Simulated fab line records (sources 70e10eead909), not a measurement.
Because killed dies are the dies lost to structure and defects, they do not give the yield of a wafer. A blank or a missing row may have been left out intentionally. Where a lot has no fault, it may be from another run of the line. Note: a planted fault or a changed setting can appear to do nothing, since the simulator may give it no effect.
fab line records	flow nand-harc
[record] lots = 6	wafers = 18	last-day = 32
route steps=1302 shown P_M0@266 P_M1@285 END@1302
lots that met no fault: from a run of the same line without faults
start-h: the number of hours between the record's first day and the start of the first shown wafer of the lot	wait-h: time in hours since the lot's previous step	" repeats the value in the row above	L1.1+2: one row covering several wafers at once	- no value, or no start given	* or withheld: withheld	< > ~ a bound
route shown NAME@n: NAME is a module with steps in the file, n the number in the route of the first one	usual: mean/standard deviation taken from wafers without a fault	same: alike in all rows	chamber/n: place in a boat	sites: the reading at each site	_std_site: the values' standard deviation	_edge_site: outer sites' mean less inner sites'	radius-mm: how far each site lies from the wafer's centre	mask NAME#n: copy n	behind: the last tool/chamber to shape the wafer	hold: why the lot was held/for how many hours/how that ended	device: the transistor (n, p or np) that didn't switch	end of line: tests run on the same wafers once the route is complete	step lacking rows: just its recipe	killed: not the wafer's yield, but the dies lost to structure and defects at the first sort	map: shows each die of a wafer: x if killed, . if not, _ if none is there
set.NAME: the setting as run; set.NAME@STEP: as run at that earlier step	model.NAME: the simulator's own value behind a step, which no gauge read
lots at selected steps of the route; one table per step, one row per wafer
services: from which hour (start-h, from the record's first day; less than 0 if before it) a tool's chamber was out of use, for how many hours, and why
[[steps]]
[step NHARC_P_M0_DESCUM_14]
[recipe] time-s = 3	o2-flow-sccm = 200	ar-flow-sccm = 0	bias-power-w = 0	chemistry = O2
[step NHARC_P_M0_ETCH_34]
[recipe] target-depth-a = 400	overetch-a = 120	time-s = 43.94	ion-energy-ev = 200	n2-flow-sccm = 150	h2-flow-sccm = 150	ar-flow-sccm = 0	rf-w = 400	bias-w = 150	chemistry = N2/H2
[usual] bias-w = 150.0/0.48	drypump-motor-current-A = 5.72/0.29	mfc-ar-sccm = 0.011/0.012	oes-product-au = 0.999/0.0091	rf-vpp-V = 429.0/2.7	showerhead-plenum-p-Torr = 1.98/0.088	throttle-valve-pct = 14.172/0.0086
lot.wafer	tool	chamber	start-h	wait-h	bias-w	drypump-motor-current-A	mfc-ar-sccm	oes-product-au	rf-hours-counter-h	rf-vpp-V	showerhead-plenum-p-Torr	throttle-valve-pct
L733.2	rie-diel-11	1	198.38	0.1	150.0	5.47	0.020	0.987	35	427.3	1.94	14.177
L733.3	"	2	"	"	149.5	6.06	0	0.992	35	427.0	1.90	14.160
L733.6	"	2	"	"	149.3	6.09	0	0.996	-	425.7	1.90	14.176
L736.1	rie-diel-07	1	232.39	0.1	149.5	5.93	0.003	1.006	16	427.6	1.91	14.158
L736.5	"	2	"	"	150.5	5.09	0.021	1.011	-	429.5	1.98	14.167
L736.6	"	3	"	"	149.3	5.77	0	1.006	-	427.9	1.89	14.173
L739.4	rie-diel-05	0	249.28	0.1	149.8	5.58	0.029	0.992	4	428.5	1.94	14.176
L739.3	"	1	"	"	150.1	5.75	0	0.994	4	428.4	1.93	14.187
L739.2	"	2	"	"	149.9	6.06	0.020	0.996	4	433.0	2.11	14.166
L745.2	rie-diel-07	1	309.47	0.1	149.5	5.85	0.003	1.017	0	426.0	1.91	14.169
L745.6	"	2	"	"	150.2	5.08	0.021	1.008	-	428.3	1.97	14.159
L745.5	"	3	"	"	150.0	5.76	0	1.010	-	425.5	1.89	14.174
L746.1	rie-diel-05	0	320.88	0.1	149.9	5.58	0.029	0.992	28	427.7	1.94	14.175
L746.3	"	3	"	"	149.7	6.05	0	0.990	25	430.6	2.07	14.170
L746.4	"	3	"	"	149.4	6.04	0	0.983	-	433.0	2.07	14.183
L747.4	rie-diel-07	1	335.72	0.1	150.3	5.93	0.003	1.008	3	426.0	1.91	14.172
L747.6	"	0	"	"	150.2	5.74	0.000	0.989	-	434.2	2.17	14.178
L747.5	"	1	"	"	150.1	5.95	0.003	1.012	-	426.4	1.91	14.175
[step NHARC_P_M0_ETCH_15]
[recipe] target-depth-a = 1500	overetch-a = 150	time-s = 82.5	c4f8-flow-sccm = withheld	ar-flow-sccm = 400	rf-w = 600	bias-w = 300	chemistry = C4F8/Ar
[usual] bias-w = 299.9/0.86	oes-product-au = 0.950/0.022	rf-vpp-V = 439.4/2.8
lot.wafer	tool	chamber	start-h	wait-h	bias-w	oes-product-au	rf-hours-counter-h	rf-vpp-V
L733.2	rie-diel-11	3	-	-	300.5	0.904	32	441.0
L733.3	"	1	"	"	299.1	0.913	35	437.9
L733.6	"	2	"	"	300.3	0.919	-	436.0
L736.1	rie-diel-07	0	-	-	299.5	0.948	14	443.4
L736.6	"	3	"	"	300.0	0.947	-	439.1
L736.5	"	0	"	"	300.1	0.955	-	443.5
L739.3	rie-diel-05	2	-	-	298.6	0.962	4	442.4
L739.2	"	3	"	"	299.7	0.961	3	442.4
L739.4	"	0	"	"	301.5	0.954	4	439.3
L745.2	rie-diel-07	0	-	-	299.8	0.955	0	442.3
L745.5	"	2	"	"	299.2	0.977	-	439.0
L745.6	"	3	"	"	299.7	0.991	-	436.5
L746.1	rie-diel-05	2	-	-	298.2	0.958	29	441.8
L746.3	"	3	"	"	300.3	0.960	25	440.9
L746.4	"	2	"	"	299.2	0.956	-	442.1
L747.4	rie-diel-07	0	-	-	299.6	0.951	7	443.5
L747.5	"	3	"	"	300.6	0.971	-	435.7
L747.6	"	0	"	"	301.0	0.952	-	444.3
[step NHARC_P_M0_CD_MEAS_16]
[usual] cd-nm = 89.9/0.77
lot.wafer	tool	chamber	start-h	wait-h	cd-nm
L733.2	cd-sem-02	-	198.60	-	89.2
L733.3	"	-	"	"	88.8
L733.6	"	-	"	"	90.5
L736.1	cd-sem-03	-	232.58	-	89.8
L736.5	"	-	"	"	89.5
L736.6	"	-	"	"	90.5
L739.2	cd-sem-02	-	249.51	-	89.6
L739.3	"	-	"	"	89.1
L739.4	"	-	"	"	88.4
L745.2	cd-sem-03	-	309.67	-	89.6
L745.5	"	-	"	"	89.8
L745.6	"	-	"	"	91.0
L746.1	cd-sem-01	-	321.12	-	91.3
L746.3	"	-	"	"	90.8
L746.4	"	-	"	"	91.1
L747.4	cd-sem-02	-	335.93	-	90.8
L747.5	"	-	"	"	91.6
L747.6	"	-	"	"	90.6
[step NHARC_P_M0_STRIP_18]
[recipe] power-w = 1000	n2-flow-sccm = 150	h2-flow-sccm = 150	ar-flow-sccm = 0	bias-w = 0	chemistry = N2/H2
[step NHARC_P_M0_STRIP_19]
[recipe] time-s = 600	temp-c = 30	chemistry = post-etch-residue-remover
[step NHARC_P_M0_DEGAS_28]
[recipe] temp-c = 250	time-s = 60
[usual] heater-power-w = 329/38
lot.wafer	tool	chamber	start-h	wait-h	heater-power-w
L733.2	pvd-sputter-03	-	199.22	-	368
L733.3	"	-	"	"	326
L733.6	"	-	"	"	383
L736.1	pvd-sputter-02	-	233.21	-	330
L736.6	"	-	"	"	271
L736.5	"	-	"	"	280
L739.2	pvd-sputter-01	-	250.12	-	326
L739.3	"	-	"	"	325
L739.4	"	-	"	"	304
L745.2	pvd-sputter-02	-	310.31	-	328
L745.5	"	-	"	"	256
L745.6	"	-	"	"	275
L746.3	pvd-sputter-01	-	321.75	-	362
L746.4	"	-	"	"	325
L746.1	"	-	"	"	348
L747.4	pvd-sputter-01	-	336.56	-	326
L747.6	"	-	"	"	357
L747.5	"	-	"	"	320
[step NHARC_P_M0_PRE_CLEAN_29]
[recipe] time-s = 30	temp-c = 280	gas = H2/He
[step NHARC_P_M0_PVD_20]
[recipe] target-thk-a = 50	bias-v = 168.6	power-w = 15000	chamber-pressure-pa = 0.12	time-s = 8.06	substrate-temp-c = 50	material = TaN
[step NHARC_P_M0_PVD_21]
[recipe] target-thk-a = 300	chamber-pressure-pa = 5	power-w = 5000	substrate-temp-c = 30	time-s = 20.49	material = Cu
[step NHARC_P_M0_ECD_22]
[recipe] target-thk-a = 4000	bath-temp-c = 25	material = Cu
[step NHARC_P_M0_ANNEAL_30]
[recipe] temp-c = 225	time-s = 90
[usual] anneal-temp-c-max = 226.51/0.3	wafer_temp_C_max = 226.7/0.38
lot.wafer	tool	chamber	start-h	wait-h	anneal-temp-c-max	wafer_temp_C_max
L733.2	rtp-anneal-02	0	200.00	-	226.67	226.8
L733.3	"	0	"	"	227.12	226.5
L733.6	"	0	"	"	226.87	228.1
L736.1	rtp-anneal-01	0	233.94	0.3	226.56	226.3
L736.5	"	0	"	"	226.52	226.4
L736.6	"	0	"	"	226.39	226.2
L739.2	rtp-anneal-02	0	251.14	0.4	226.40	227.0
L739.3	"	0	"	"	227.21	226.5
L739.4	"	0	"	"	226.69	226.2
L745.2	rtp-anneal-02	0	311.09	-	226.28	226.9
L745.5	"	0	"	"	227.30	226.7
L745.6	"	0	"	"	226.75	227.0
L746.1	rtp-anneal-02	0	322.48	-	226.19	227.6
L746.3	"	0	"	"	226.65	226.7
L746.4	"	0	"	"	226.02	227.0
L747.4	rtp-anneal-01	0	337.43	-	226.65	226.8
L747.5	"	0	"	"	226.56	227.1
L747.6	"	0	"	"	225.82	226.2
[step NHARC_P_M0_CMP_23]
[recipe] t-overpolish-s = 20	target-thk-nm = 117.54
[usual] motor-current-A = 12.1/0.84	slurry-flow-ml-min = 150.0/0.45	time-to-endpoint-s = 29.5/2.1
lot.wafer	tool	chamber	start-h	wait-h	motor-current-A	slurry-flow-ml-min	time-to-endpoint-s
L733.2	cmp-02	0	200.30	-	12.8	150.0	27.2
L733.3	"	1	"	"	13.2	149.6	27.4
L733.6	"	0	"	"	13.1	150.2	29.4
L736.1	cmp-04	1	234.31	-	11.3	150.1	30.4
L736.6	"	0	"	"	11.5	149.8	27.6
L736.5	"	1	"	"	11.4	150.1	30.2
L739.3	cmp-04	3	251.44	-	11.1	149.0	31.8
L739.2	"	0	"	"	11.4	149.2	33.5
L739.4	"	1	"	"	11.3	150.0	34.3
L745.2	cmp-02	0	311.44	-	13.1	150.3	28.0
L745.6	"	2	"	"	12.3	149.9	32.1
L745.5	"	3	"	"	12.0	149.9	28.3
L746.4	cmp-02	0	322.83	-	13.2	149.9	32.3
L746.1	"	1	"	"	12.5	150.4	32.6
L746.3	"	3	"	"	10.9	151.0	33.2
L747.4	cmp-01	3	337.70	-	12.5	150.5	30.5
L747.5	"	0	"	"	13.1	149.9	31.2
L747.6	"	1	"	"	11.7	149.4	29.5
[step NHARC_P_M0_THK_MEAS_24]
[recipe] thk-meas-gauge = xrf
[usual] thk-nm = 117.6/1.4
lot.wafer	tool	chamber	start-h	wait-h	thk-nm
L733.2	film-metro-01	-	200.61	-	118.7
L733.3	"	-	"	"	118.7
L733.6	"	-	"	"	117.5
L736.1	film-metro-01	-	234.60	-	119.4
L736.5	"	-	"	"	118.2
L736.6	"	-	"	"	118.5
L739.2	film-metro-02	-	251.75	-	118.6
L739.3	"	-	"	"	117.2
L739.4	"	-	"	"	118.6
L745.2	film-metro-01	-	311.70	-	118.1
L745.5	"	-	"	"	116.3
L745.6	"	-	"	"	116.5
L746.1	film-metro-01	-	323.14	-	119.5
L746.3	"	-	"	"	114.8
L746.4	"	-	"	"	117.3
L747.4	film-metro-01	-	337.94	-	117.8
L747.5	"	-	"	"	119.6
L747.6	"	-	"	"	116.2
[step NHARC_P_M0_SRD_25]
[step NHARC_P_M0_INSPECT_27]
[usual] raw-defect-count = 276/96
lot.wafer	tool	chamber	start-h	wait-h	raw-defect-count
L733.2	defect-inspect-01	-	200.77	0.0	433
L733.3	"	-	"	"	235
L733.6	"	-	"	"	346
L736.1	defect-inspect-01	-	234.75	0.0	198
L736.5	"	-	"	"	425
L736.6	"	-	"	"	261
L739.2	defect-inspect-01	-	251.91	0.0	296
L739.3	"	-	"	"	159
L739.4	"	-	"	"	270
L745.2	defect-inspect-02	-	311.86	0.0	1151
L745.5	"	-	"	"	1034
L745.6	"	-	"	"	1154
L746.1	defect-inspect-02	-	323.30	0.0	1193
L746.3	"	-	"	"	1204
L746.4	"	-	"	"	923
L747.4	defect-inspect-02	-	338.09	0.0	174
L747.5	"	-	"	"	149
L747.6	"	-	"	"	160
[step NHARC_P_M0_PRE_CLEAN_31]
[recipe] time-s = 12	temp-c = 370	rf-power-w = 300	gas = NH3
[step NHARC_P_M0_DEP_32]
[recipe] target-thk-a = 300	temp-c = 370	target-thk-nm = 30	pressure-torr = 3	flow-sccm = 200	rf-w = 450	material = SiCN
[step NHARC_P_M1_DEP_00]
[recipe] target-thk-a = 1825	target-thk-nm = 182.5	temp-c = withheld	pressure-torr = 5	flow-sccm = 200	rf-w = 600	material = SiOC
[step NHARC_P_M1_DEHYDRATE_01]
[recipe] temp-c = 150	time-s = 120
[step NHARC_P_M1_HMDS_02]
[recipe] time-s = 30
[step NHARC_P_M1_COAT_34]
[recipe] temp-c = 200	time-s = 65
[step NHARC_P_M1_COAT_03]
[recipe] spin-rpm = 1500	resist-thk-nm = 90
[step NHARC_P_M1_SOFTBAKE_04]
[recipe] temp-c = 105	time-s = 55
[step NHARC_P_M1_EBR_05]
[step NHARC_P_M1_EXPOSE_06]
[recipe] na = 1.35	target-cd-nm = 130	dose-mj = 81.88	mask-id = P_M1
[step NHARC_P_M1_PEB_07]
[recipe] peb-temp-c = 100	peb-time-s = 65
[step NHARC_P_M1_DEVELOP_08]
[recipe] develop-time-s = 35	dev-temp-c = 23
[step NHARC_P_M1_CD_MEAS_09]
[recipe] target-cd-nm = 130	landing-energy-ev = 500
[usual] cd-nm = 130.0/0.58
[same] landing-energy-ev = 500
lot.wafer	tool	chamber	start-h	wait-h	cd-nm
L733.2	cd-sem-02	0	202.14	-	130.0
L733.3	"	0	"	"	129.0
L733.6	"	0	"	"	128.3
L736.1	cd-sem-02	0	236.17	-	129.8
L736.5	"	0	"	"	130.3
L736.6	"	0	"	"	129.6
L739.2	cd-sem-02	0	253.19	-	130.8
L739.3	"	0	"	"	130.6
L739.4	"	0	"	"	129.0
L745.2	cd-sem-02	0	313.65	-	130.2
L745.5	"	0	"	"	129.8
L745.6	"	0	"	"	130.5
L746.1	cd-sem-01	0	324.57	-	130.0
L746.3	"	0	"	"	129.5
L746.4	"	0	"	"	129.4
L747.4	cd-sem-01	0	339.49	-	130.4
L747.5	"	0	"	"	130.0
L747.6	"	0	"	"	129.5
[step NHARC_P_M1_OVL_MEAS_10]
[recipe] pitch-nm = 260
[usual] overlay-x-nm = -0.1/0.74	overlay-y-nm = -0.3/0.89
lot.wafer	tool	chamber	start-h	wait-h	overlay-x-nm	overlay-y-nm
L733.2	overlay-01	-	202.23	-	0.7	-0.6
L733.3	"	-	"	"	1.1	-0.6
L733.6	"	-	"	"	1.2	-0.4
L736.1	overlay-01	-	236.26	-	0.3	-0.7
L736.5	"	-	"	"	0.2	-1.4
L736.6	"	-	"	"	0.5	-0.9
L739.2	overlay-02	-	253.28	-	-0.7	0.8
L739.3	"	-	"	"	-0.8	0.1
L739.4	"	-	"	"	-1.0	0.2
L745.2	overlay-02	-	313.75	-	0.6	-1.2
L745.5	"	-	"	"	1.0	-1.8
L745.6	"	-	"	"	0.9	-1.6
L746.1	overlay-01	-	324.66	-	-0.3	0.0
L746.3	"	-	"	"	0.0	0.2
L746.4	"	-	"	"	0.5	0.2
L747.4	overlay-02	-	339.57	-	-0.2	-1.2
L747.5	"	-	"	"	-0.6	-1.1
L747.6	"	-	"	"	-0.6	-1.4
[step NHARC_P_M1_INSPECT_11]
[usual] raw-defect-count = 4/3.1
lot.wafer	tool	chamber	start-h	wait-h	raw-defect-count
L733.2	defect-inspect-01	-	202.27	0.0	8
L733.3	"	-	"	"	4
L733.6	"	-	"	"	4
L736.1	defect-inspect-02	-	236.30	0.0	6
L736.5	"	-	"	"	5
L736.6	"	-	"	"	6
L739.2	defect-inspect-01	-	253.31	0.0	1
L739.3	"	-	"	"	4
L739.4	"	-	"	"	2
L745.2	defect-inspect-02	-	313.80	0.1	734
L745.5	"	-	"	"	756
L745.6	"	-	"	"	738
L746.1	defect-inspect-02	-	324.70	0.0	689
L746.3	"	-	"	"	780
L746.4	"	-	"	"	693
L747.4	defect-inspect-01	-	339.61	0.0	3
L747.5	"	-	"	"	2
L747.6	"	-	"	"	1
[step NHARC_P_M1_DESCUM_14]
[recipe] time-s = 3	o2-flow-sccm = 200	ar-flow-sccm = 0	bias-power-w = 0	chemistry = O2
[usual] drypump-motor-current-A = 5.6/0.5	mfc-ar-sccm = 0.005/0.0076	o2-flow-sccm = 200.0/0.85	oes-product-au = 0.996/0.0097	rf-vpp-V = 57.6/0.87	showerhead-plenum-p-Torr = 1.88/0.068	throttle-valve-pct = 11.312/0.0089
lot.wafer	tool	chamber	start-h	wait-h	drypump-motor-current-A	mfc-ar-sccm	o2-flow-sccm	oes-product-au	rf-hours-counter-h	rf-vpp-V	showerhead-plenum-p-Torr	throttle-valve-pct
L733.2	rie-diel-08	0	202.33	0.1	5.1	0.007	200.2	1.003	0	58.1	1.99	11.311
L733.3	"	3	"	"	6.0	0	199.9	0.985	0	57.5	1.97	11.314
L733.6	"	1	"	"	4.9	0.020	199.1	0.991	-	57.3	1.81	11.322
L736.1	rie-diel-08	3	236.37	0.1	6.0	0	200.7	1.004	3	57.3	1.97	11.310
L736.5	"	1	"	"	4.9	0.020	200.2	0.989	-	59.5	1.81	11.308
L736.6	"	2	"	"	5.5	0.015	200.7	1.000	-	57.8	1.78	11.312
L739.2	rie-diel-12	0	253.37	0.1	6.6	0	200.7	1.001	9	57.9	1.95	11.306
L739.4	"	1	"	"	5.8	0	200.6	0.990	9	58.5	1.86	11.313
L739.3	"	3	"	"	5.6	0	200.0	0.987	10	57.6	1.86	11.323
L745.2	rie-diel-12	2	313.87	0.1	5.3	0	200.5	0.988	3	58.0	1.90	11.306
L745.6	"	1	"	"	5.8	0	200.5	0.995	-	56.7	1.86	11.317
L745.5	"	2	"	"	5.3	0	199.9	0.994	-	59.2	1.90	11.318
L746.3	rie-diel-12	1	324.76	0.1	5.8	0	200.1	1.000	3	57.5	1.86	11.326
L746.1	"	3	"	"	5.6	0	199.7	0.986	3	57.0	1.86	11.307
L746.4	"	0	"	"	6.6	0	201.8	0.993	3	57.5	1.94	11.305
L747.4	rie-diel-12	3	339.69	0.1	5.6	0	200.6	0.999	5	57.6	1.86	11.299
L747.5	"	1	"	"	5.8	0	199.8	0.998	-	57.3	1.85	11.302
L747.6	"	2	"	"	5.3	0	199.2	0.977	-	57.8	1.89	11.310
[step NHARC_END_SORT_01]
[recipe] temp-c = 25
[usual] defect-limited-yield = 91/3.2	killed-at-array = 53/21	killed-at-other = 1.1/1.5	killed-at-periphery = 3.9/2.7	killed-dies = 58/21	killed-open = 3.4/1.9	killed-short = 2.3/1.5
[same] gross-dies = 677
lot.wafer	tool	chamber	start-h	wait-h	defect-limited-yield[%]	killed-at-array	killed-at-other	killed-at-periphery	killed-dies	killed-open	killed-short
L736.1	prober-02	0	677.42	2.5	90	57	1	7	65	4	1
L736.5	prober-02	0	680.64	3.7	91	53	0	5	58	4	2
L736.6	prober-02	0	681.44	4.0	91	57	0	1	58	2	2
L745.2	prober-01	0	765.56	2.8	31	35	2	429	466	2	0
L745.5	prober-01	0	768.03	3.8	34	34	4	410	448	1	0
L745.6	prober-01	0	768.85	4.1	32	35	4	424	463	4	0
L746.1	prober-02	0	767.22	2.5	34	56	0	392	448	3	1
L746.3	prober-02	0	768.81	3.1	31	49	0	420	469	5	0
L746.4	prober-02	0	769.60	3.4	32	60	1	400	461	2	2
// killed by level:class
L736.1 A_CHANNEL_HOLE_D1:chamber-film-flake=26 A_CHANNEL_HOLE_D2:chamber-film-flake=20 A_STAIRCASE:chamber-film-flake=4 A_CONTACT:chamber-film-flake=2 P_CONTACT:geometric-particle:short=1 P_CONTACT:geometric-particle:open=1 P_M0:geometric-particle:open=1 A_SGD_CUT:geometric-particle:open=1
L736.5 A_CHANNEL_HOLE_D1:chamber-film-flake=24 A_CHANNEL_HOLE_D2:chamber-film-flake=14 A_CONTACT:chamber-film-flake=4 A_STAIRCASE:chamber-film-flake=4 P_BONDPAD:chamber-film-flake=1 P_CONTACT:geometric-particle:open=1 A_ONON_D1:geometric-particle:short=1 A_DECK1_JOINT:geometric-particle:open=1
L736.6 A_CHANNEL_HOLE_D1:chamber-film-flake=35 A_CHANNEL_HOLE_D2:chamber-film-flake=13 A_STAIRCASE:chamber-film-flake=2 A_ONON_D1:geometric-particle:open=1 A_ONON_D2:geometric-particle:open=1 A_SGD_CUT:geometric-particle:short=1 A_WL_FILL:geometric-particle:short=1 P_CONTACT:chamber-film-flake=1
L745.2 P_M0:unspecified=425 A_CHANNEL_HOLE_D1:chamber-film-flake=21 A_SLIT:chamber-film-flake=6 P_GATE:chamber-film-flake=3 THIN_TSV:chamber-film-flake=2 A_CONTACT:chamber-film-flake=2 A_M1:chamber-film-flake=2 A_ZERO_WELL:chamber-film-flake=2
L746.1 P_M0:unspecified=390 A_SLIT:chamber-film-flake=25 A_CHANNEL_HOLE_D2:chamber-film-flake=17 A_DECK1_JOINT:chamber-film-flake=3 A_M1:chamber-film-flake=3 A_WL_FILL:chamber-film-flake=2 A_CHANNEL_HOLE_D1:chamber-film-flake=2 A_STAIRCASE:chamber-film-flake=2
L745.5 P_M0:unspecified=406 A_CHANNEL_HOLE_D1:chamber-film-flake=24 P_GATE:chamber-film-flake=4 THIN_TSV:chamber-film-flake=4 A_CONTACT:chamber-film-flake=4 A_SLIT:chamber-film-flake=3 A_M1:chamber-film-flake=2 A_ONON_D1:geometric-particle:open=1
L746.3 P_M0:unspecified=417 A_SLIT:chamber-film-flake=19 A_CHANNEL_HOLE_D2:chamber-film-flake=15 A_CHANNEL_HOLE_D1:chamber-film-flake=4 A_SGD_CUT:geometric-particle:open=2 P_GATE:chamber-film-flake=2 A_DECK1_JOINT:chamber-film-flake=2 A_STAIRCASE:chamber-film-flake=2
L745.6 P_M0:unspecified=416 A_CHANNEL_HOLE_D1:chamber-film-flake=18 A_SLIT:chamber-film-flake=7 THIN_TSV:chamber-film-flake=4 A_ZERO_WELL:chamber-film-flake=4 A_M1:chamber-film-flake=4 P_ZERO_WELL:chamber-film-flake=3 P_GATE:geometric-particle:open=2
L746.4 P_M0:unspecified=398 A_SLIT:chamber-film-flake=24 A_CHANNEL_HOLE_D2:chamber-film-flake=16 A_CHANNEL_HOLE_D1:chamber-film-flake=9 A_M1:chamber-film-flake=3 A_CHANNEL_HOLE_D2:geometric-particle:open=2 A_CONTACT:chamber-film-flake=2 A_WL_FILL:geometric-particle:short=1
// map L745.2 (x killed, . not)
____________x____________
_________x.xx.xx_________
_______xxxxxxxxxxx_______
______xxxx....x.x..______
_____xx.xx.xxxx.xxxx_____
____..xxx....xxxx.x.x____
____xxx.xxxxxxxxxx.xx____
___.xxx.x.xx.xxx.x.x.x___
___xx...xxxxxxxxxx.xx.___
__x.x..xxx.x..x.xx.xxx.__
__xxx.xx.x..xxxxxxxx..x__
_x.xx.xx..xx..xxxx..xx.x_
_x.xx..x.x.xxxxx.xxxxxxx_
_xx.xxx..xxxxxxxxxxxx..x_
_xxxx.xx....xxxx.xxxx.xx_
_xxxxxxxxxxxx..xxxxxx..._
x.xx.x.x.xx..xxxxxxx.xx..
xxx..xxx.xx.x.xxxxx..xxx.
x..xxxx.xxxxxxxx.xxx.xxx.
xxxx..xx.xxx.x.xx.xx.xxx.
..xx.xx.xxxxxx..xxx.xxxxx
_xxxxx.x.xxxx..xxxxx..x._
_.xx.x..x.xxxxxx.xx.xxx._
_xxxx.xxxxxx.x.x.....xxx_
_xxxxxxxxxxxxxx.....xxx._
_.xxxxx.xxx...xxx..x.x.x_
__xxxxxxxxxx.xxxxxxx...__
__x..xxxx.xxx..xxxxx.xx__
___xx......xxxxxxxxxxx___
___x..x.xxx....xxxx.xx___
____..x.xxx.xxxxx.xx.____
____.xx.xxxx.x..x.xx.____
_____xxx.x...x.xxx.x_____
______xxxx.xx.x.xx.______
_______x..xxx.xx.x_______
_________x.xx..x_________
____________x____________
// map L746.3 (x killed, . not)
____________.____________
_________x..xxx._________
_______xx.x..xx.xx_______
______xxxx...xxxxxx______
_____...x..xxx.xxxxx_____
____.xx.xxx..xxxxxx.x____
____.xxxxxxx.xxxx.xxx____
___x...xxx..x..xx.xx..___
___x.xx.xxxx..xx.xx.xx___
__x.xxxxx.xxxxxxxxx.xxx__
__xxxxxxx.xx.xxxxx....x__
_xx.xxxxxx..xxxxxxxxx.x._
_x.x.xxx.xxx.xxxxxxx...._
_.x.xxxxx.xx..xxxxx...xx_
_xxxxx.xx.x...xxxxx.xx.x_
_.xxxxxxxxxx.x.xxxxxxxxx_
xxxxx.xxx.xx.xx.xxxxx.xxx
xxx.xxx.x.x.x.xxxxxx..x.x
xx..x.x.xxxxxxxx.x..xx.x.
.xxxx.xxxxx.x.x.xx.x..xxx
xxxxxxx..xxx.xxxx.x.xx.xx
_xx..x.x.x.xxxxxx..x.xxx_
_.xxxx.x.xxxx...x.xxxxxx_
_x.x...xxxxxxx.xxxxxxx.x_
_x.xxxx.xx...x.x.xxx.xx._
_x.xx.xx.xx.x.x.xxxxxxx._
__xx.xxxx.xxxxxx.xxx.xx__
__.xx.xxxx...x.x...xxxx__
___x.xxxxxxxxxxxx.x..x___
___..xxx.xx.x..x.x...x___
____x..xxx.x..x.x..xx____
____xxxx.x.xx..xxx.xx____
_____.xxxxxxxxx.xxxx_____
______.xx.xx..x.xxx______
_______x.x.x..xxxx_______
_________.x.x.xx_________
____________x____________
[[services]]
tool	chamber	start-h	hours	kind
rie-diel-11	0	182.85	2.5	repair
rie-diel-08	-	190.86	9.0	pm
rie-diel-05	-	191.97	0.2	repair
rie-diel-11	0	200.53	12.7	repair
cmp-04	-	209.00	4.0	pm
cmp-02	-	212.42	1.0	repair
rie-diel-07	2	222.13	6.7	repair
rie-diel-05	1	223.32	14.4	repair
pvd-sputter-01	-	226.00	10.0	pm
rie-diel-05	-	229.60	9.0	pm
cmp-02	-	232.53	4.0	pm
cmp-04	-	244.11	1.4	repair
rie-diel-12	2	254.31	8.6	repair
cmp-04	-	255.96	2.2	repair
rie-diel-11	0	257.08	4.7	repair
rie-diel-11	-	258.79	9.0	pm
cmp-04	-	260.28	0.2	repair
rie-diel-12	-	268.40	9.0	pm
cmp-02	-	276.09	0.4	repair
rie-diel-07	-	294.70	9.0	pm
pvd-sputter-01	-	311.44	1.0	repair
rie-diel-05	1	315.26	11.2	repair
rie-diel-07	1	323.44	5.7	repair
cmp-02	-	330.53	4.0	pm
[[key]]
[first-sign] step = NHARC_P_M0_INSPECT_27	reading = raw-defect-count	direction = up	sigmas = 8.7	usual = 276	struck = 1110
[effect] step = NHARC_P_M1_INSPECT_11	reading = raw-defect-count	direction = up	sigmas = 99+	usual = 4	struck = 732
[effect] step = NHARC_END_SORT_01	reading = killed-at-periphery	direction = up	sigmas = 99+	usual = 3.9	struck = 412.5
[more-kills-born-at] NHARC_P_M0_CMP_23@cmp-02 = 2452
met-at NHARC_P_M0_CMP_23
struck-wafers L745.2,L745.5,L745.6,L746.1,L746.3,L746.4
onset-between 200.30 311.44
also-fits NHARC_P_M0_ANNEAL_30:rtp-anneal-02
[fault] kind = chamber-particle-source	tool = cmp-02	chamber = -	onset-h = 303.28	steps = NHARC_P_M0_CMP_23	rate-per-visit-cm2 = 1.1682	end-h = 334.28
